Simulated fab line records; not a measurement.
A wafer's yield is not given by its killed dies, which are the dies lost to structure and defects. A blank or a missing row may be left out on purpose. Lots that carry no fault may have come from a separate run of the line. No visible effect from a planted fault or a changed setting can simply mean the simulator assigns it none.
Lot-split experiment ; flow n5 finfet ; on a route of 1938 steps: 7 lots, 21 wafers read

== SPLIT DETAILS ==
At N5_MIM_BOT_ETCH_ETCH_03 (etches the open film in Cl2/BCl3, target depth 12 nm), the setting icp w was moved away from the recipe's 800 W on 5 of the 21 wafers read, by -11.5% to +16.8%. For the rest of the wafers, this setting stayed at what the recipe calls for.

Reading taken at the split's own step.

== THE READING ==
etch.depth nm (the simulator's own value, which no gauge read), in nm, at N5_MIM_BOT_ETCH_ETCH_03 (etches the open film in Cl2/BCl3, target depth 12 nm). The file does not state a usual value for it. The 16 wafers here that ran the recipe average 12.04 nm, standard deviation 0.12 nm.

wafer;tool, chamber at the split;icp w as run, W;against the recipe;etch.depth nm, nm;against lot-mates on the recipe
L074.3;rie metal-02, 1;739.9;-7.5%;11.29;-0.66
L074.5;rie metal-02, 0;800;recipe;11.95;-
L074.6;rie metal-02, 1;739.9;-7.5%;11.34;-0.61
L077.1;rie metal-02, 0;800;recipe;11.91;-
L077.4;rie metal-02, 1;800;recipe;12.14;-
L077.5;rie metal-02, 1;800;recipe;12.04;-
L087.1;rie metal-01, 0;800;recipe;11.81;-
L087.2;rie metal-01, 1;800;recipe;12.21;-
L087.6;rie metal-01, 1;800;recipe;12.18;-
L086.1;rie metal-03, 1;800;recipe;11.98;-
L086.3;rie metal-03, 0;800;recipe;12.21;-
L086.6;rie metal-03, 1;800;recipe;11.85;-
L091.3;rie metal-03, 0;800;recipe;11.97;-
L091.4;rie metal-03, 1;934.2;+16.8%;13.64;+1.64
L091.6;rie metal-03, 0;800;recipe;12.04;-
L094.2;rie metal-02, 0;800;recipe;12;-
L094.4;rie metal-02, 1;800;recipe;12.14;-
L094.6;rie metal-02, 1;800;recipe;12.15;-
L093.1;rie metal-01, 0;800;recipe;12;-
L093.2;rie metal-01, 1;708.4;-11.5%;11.1;-0.90
L093.4;rie metal-01, 1;708.4;-11.5%;11.05;-0.95

THE FIT
A straight line over all 21 wafers: etch.depth nm changes by +0.0913 nm for each +1% of icp w; r = +0.98; the points scatter about the line by 0.12 nm.
The same after taking each lot's own level away (the mean of its wafers on the recipe; 21 wafers): +0.0892 nm for each +1%; r = +0.98; scatter 0.11 nm.
The reading moves by 1.5 nm for the largest change in icp w, on that fit.
The lots' own levels span 11.950 to 12.097 nm, that is 1.2 times the standard deviation above.
The two slopes are in agreement: the lot-to-lot level therefore moves the slope only a little.
Check: with one of the wafers moved furthest among these (+16.8%) left out of the fit, the line predicts +1.37 nm for it against its lot-mates. It came out at +1.64 nm against them.

== THESE WAFERS: OTHER SPLITS ==
These wafers also went through other splits before the reading. Each is held against what the fit with the lots' levels taken away leaves over:
other split on the same wafers;wafers away from the commonest value;r with etch.depth nm (lot level and that fit taken away)
N5_BEOL_M13_TRENCH_ETCH_34 time s;11;-0.02
N5_BEOL_M15_COAT_04 spin rpm;4;-0.03
N5_BEOL_M15_EXPOSE_07 dose mj;5;-0.27
N5_MIM_BOT_SPUTTER_00 power w;7;+0.18

== THE FILE'S OWN FIT ==
etch.depth nm changes by +0.0914 nm for each +1% of icp w, r = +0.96.
